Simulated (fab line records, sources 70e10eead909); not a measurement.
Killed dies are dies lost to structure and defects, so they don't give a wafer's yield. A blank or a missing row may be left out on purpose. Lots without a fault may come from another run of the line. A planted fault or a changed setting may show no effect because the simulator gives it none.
Which tool did it? | flow nand_harc | 12 lots, 36 wafers sampled, at 6 steps of a route of 1302

WHAT THE GAUGES READ, wafer by wafer
NHARC_A_DECK1_JOINT_THK_MEAS_14: measures by ellipsometry.
lot  | measured     | on            | thk_nm (nm)
L301 | day 11 16:48 | film_metro-02 | 51.4 52.6 51.0
L302 | day 12 12:21 | film_metro-02 | 48.0 49.9 50.7
L307 | day 13 19:19 | film_metro-01 | 50.4 51.0 53.1
L306 | day 13 19:18 | film_metro-01 | 51.1 49.4 52.6
L316 | day 18 10:26 | film_metro-01 | 52.0 51.0 50.4
L317 | day 18 10:26 | film_metro-02 | 49.8 48.7 50.0
L318 | day 18 14:18 | film_metro-01 | 52.6 51.5 50.2
L319 | day 19 04:26 | film_metro-01 | 51.3 49.7 52.1
L321 | day 19 22:06 | film_metro-02 | 52.5 51.2 50.4
L320 | day 20 03:57 | film_metro-01 | 51.1 49.6 49.0
L322 | day 20 09:58 | film_metro-01 | 51.9 48.8 50.8
L323 | day 21 04:25 | film_metro-02 | 51.2 50.8 50.6

NHARC_A_ONON_D2_INSPECT_32.
lot  | measured     | on                | raw_defect_count
L301 | day 13 07:07 | defect_inspect-02 | 421 365 390
L302 | day 14 02:40 | defect_inspect-01 | 333 504 369
L307 | day 15 15:27 | defect_inspect-01 | 394 339 424
L306 | day 15 15:26 | defect_inspect-02 | 820 544 877
L316 | day 19 22:16 | defect_inspect-01 | 302 341 287
L317 | day 19 22:19 | defect_inspect-02 | 273 588 311
L318 | day 20 09:19 | defect_inspect-01 | 826 301 422
L319 | day 21 01:22 | defect_inspect-02 | 220 486 502
L321 | day 21 18:57 | defect_inspect-02 | 199 500 299
L320 | day 21 18:40 | defect_inspect-01 | 203 370 449
L322 | day 21 19:08 | defect_inspect-01 | 396 406 487
L323 | day 22 16:13 | defect_inspect-01 | 500 371 355

NHARC_END_SORT_01.
lot  | measured     | on        | killed_at_array | killed_at_other | killed_at_periphery | killed_dies | killed_open | killed_short
L306 | day 27 21:28 | prober-01 | 127 132 111     | 0 0 0           | 5 1 2               | 132 133 113 | 4 1 3       | 1 1 1

WHICH TOOL RAN EACH LOT (tool, then ch and the chambers of the sampled wafers, then the start)
lot  | NHARC_A_CHANNEL_FILL_D1_ALD_14   | NHARC_A_ONON_D2_DEP_33          | NHARC_A_CHANNEL_HOLE_D2_ETCH_25
L301 | ald_hk-01 ch 1,2,3, day 9 10:59  | pecvd-04 ch 0,1,2, day 13 06:37 | har_etch-02 ch 0,1, day 13 14:10
L302 | ald_hk-01 ch 0,2, day 10 06:38   | pecvd-04 ch 0,1, day 14 02:11   | har_etch-02 ch 0,1, day 14 11:16
L307 | ald_hk-02 ch 2,3, day 11 15:09   | pecvd-04 ch 0,1,2, day 15 14:59 | har_etch-02 ch 0,1, day 16 04:16
L306 | ald_hk-02 ch 0,1,3, day 11 15:40 | pecvd-03 ch 0,1,2, day 15 14:58 | har_etch-01 ch 0,1, day 16 02:04
L316 | ald_hk-01 ch 0,1,2, day 16 03:31 | pecvd-03 ch 1,2, day 19 21:47   | har_etch-02 ch 0,1, day 20 09:46
L317 | ald_hk-01 ch 0,1, day 16 07:43   | pecvd-01 ch 0,2, day 19 21:52   | har_etch-01 ch 0,1, day 20 10:17
L318 | ald_hk-03 ch 0,1,2, day 16 07:45 | pecvd-01 ch 1,2, day 20 08:49   | har_etch-02 ch 0,1, day 20 16:42
L319 | ald_hk-03 ch 0,2,3, day 16 19:49 | pecvd-03 ch 1,2, day 21 00:58   | har_etch-01 ch 0,1, day 21 08:40
L321 | ald_hk-01 ch 2,3, day 17 18:33   | pecvd-03 ch 1,2, day 21 18:27   | har_etch-02 ch 0,1, day 22 07:20
L320 | ald_hk-02 ch 0,1,2, day 17 23:07 | pecvd-04 ch 0,2, day 21 18:13   | har_etch-01 ch 0,1, day 22 03:20
L322 | ald_hk-01 ch 0,1, day 18 03:49   | pecvd-04 ch 0,1,2, day 21 18:38 | har_etch-01 ch 1, day 22 07:19
L323 | ald_hk-03 ch 0,1,3, day 19 01:06 | pecvd-01 ch 0,1,2, day 22 15:50 | har_etch-01 ch 0,1, day 23 00:20
- NHARC_A_CHANNEL_FILL_D1_ALD_14: deposits SiO2, target thk 2.5 nm, pulse time 10 s, ald cycles 25.
- NHARC_A_ONON_D2_DEP_33: deposits SiO2, target thk 200 nm.
- NHARC_A_CHANNEL_HOLE_D2_ETCH_25: etches the open film in C4F8/O2/Ar, time 1040.2 s, target depth 1500 nm.

WHAT THE TOOLS THEMSELVES READ (means of the sampled wafers that have a number; where no wafer has one, the mark that the record gives instead)
NHARC_A_CHANNEL_FILL_D1_ALD_14.
lot  | tool      | heater_power_w (W) | precursor_pulse_height_rel | susceptor_temp_C (C)
L301 | ald_hk-01 | 466                | 1.026                      | 300.02
L302 | ald_hk-01 | 429                | 1.004                      | 299.95
L307 | ald_hk-02 | 465                | 0.997                      | 299.92
L306 | ald_hk-02 | 438                | 0.994                      | 300.07
L316 | ald_hk-01 | 471                | 0.974                      | 300.00
L317 | ald_hk-01 | 496                | 0.980                      | 299.95
L318 | ald_hk-03 | 477                | 0.983                      | 299.88
L319 | ald_hk-03 | 478                | 1.000                      | 299.81
L321 | ald_hk-01 | 469                | 0.996                      | 300.25
L320 | ald_hk-02 | 466                | 0.996                      | -
L322 | ald_hk-01 | 493                | 1.017                      | 299.78
L323 | ald_hk-03 | 448                | 0.998                      | 299.87

NHARC_A_ONON_D2_DEP_33.
lot  | tool     | heater_power_w (W) | susceptor_temp_C (C) | throttle_valve_pct (%)
L301 | pecvd-04 | 566                | 400.12               | 15.8
L302 | pecvd-04 | 535                | 399.85               | 15.6
L307 | pecvd-04 | 543                | 399.76               | 16.2
L306 | pecvd-03 | 552                | 399.90               | 15.7
L316 | pecvd-03 | 667                | 400.10               | 15.6
L317 | pecvd-01 | 453                | 399.97               | 15.7
L318 | pecvd-01 | 687                | 400.12               | 15.9
L319 | pecvd-03 | 604                | 399.87               | 15.8
L321 | pecvd-03 | 587                | 400.21               | 15.7
L320 | pecvd-04 | 517                | 399.87               | 16.7
L322 | pecvd-04 | 610                | 400.33               | 16.4
L323 | pecvd-01 | 515                | 400.02               | 15.4

NHARC_A_CHANNEL_HOLE_D2_ETCH_25.
lot  | tool        | drypump_motor_current_A (A) | he_backside_leak_sccm (sccm) | showerhead_plenum_p_Torr (Torr) | throttle_valve_pct (%)
L301 | har_etch-02 | 6.4                         | 7.3                          | 3.70                            | 32.233
L302 | har_etch-02 | 6.1                         | 7.5                          | 3.66                            | 32.228
L307 | har_etch-02 | 6.1                         | 7.2                          | 3.65                            | 32.235
L306 | har_etch-01 | 6.0                         | 5.8                          | 3.61                            | 32.237
L316 | har_etch-02 | 6.1                         | 5.7                          | 3.62                            | 32.236
L317 | har_etch-01 | 5.9                         | 6.5                          | 3.60                            | 32.233
L318 | har_etch-02 | 6.1                         | 5.5                          | 3.62                            | 32.236
L319 | har_etch-01 | 6.0                         | 6.4                          | 3.56                            | 32.236
L321 | har_etch-02 | 6.1                         | 6.1                          | 3.61                            | 32.239
L320 | har_etch-01 | 5.9                         | 6.6                          | 3.59                            | 32.235
L322 | har_etch-01 | 6.2                         | 5.8                          | 3.52                            | 32.245
L323 | har_etch-01 | 6.0                         | 6.2                          | 3.55                            | 32.241

THE ANSWER, worked out from the rows above alone
Rule: what is usual is taken from the lots themselves. Put in order of their means at a reading, lots are off if they are a third of the lots or fewer, leave a main group of 4 or more, and stand apart from it by a gap of 3 or more times the standard deviation of the main group's means; of several such gaps the widest counts. A main group whose means are all the same, to the digits that the tables above print for the reading, isn't used. A lot without any number at a reading at which 4 lots or more have one is off too. The other lots that the step has rows for count as sound. The gauges are gone through in route order, then the tools' own readings, and for those a lot's mean is taken as printed above. The first step at which some lot is off is used, and at that step the reading that is off furthest; a lot without a number counts as furthest.
Off: L306, at NHARC_A_ONON_D2_INSPECT_32 (raw_defect_count). The main group: mean 392, standard deviation 52.
A tool fits if, at a process step before that reading, it ran every lot that is off, and no sound lot after the first of them. The gauges at NHARC_A_ONON_D2_INSPECT_32 are tried like those tools. None of those tried fits.

WHAT THE SIMULATOR HAD PUT IN
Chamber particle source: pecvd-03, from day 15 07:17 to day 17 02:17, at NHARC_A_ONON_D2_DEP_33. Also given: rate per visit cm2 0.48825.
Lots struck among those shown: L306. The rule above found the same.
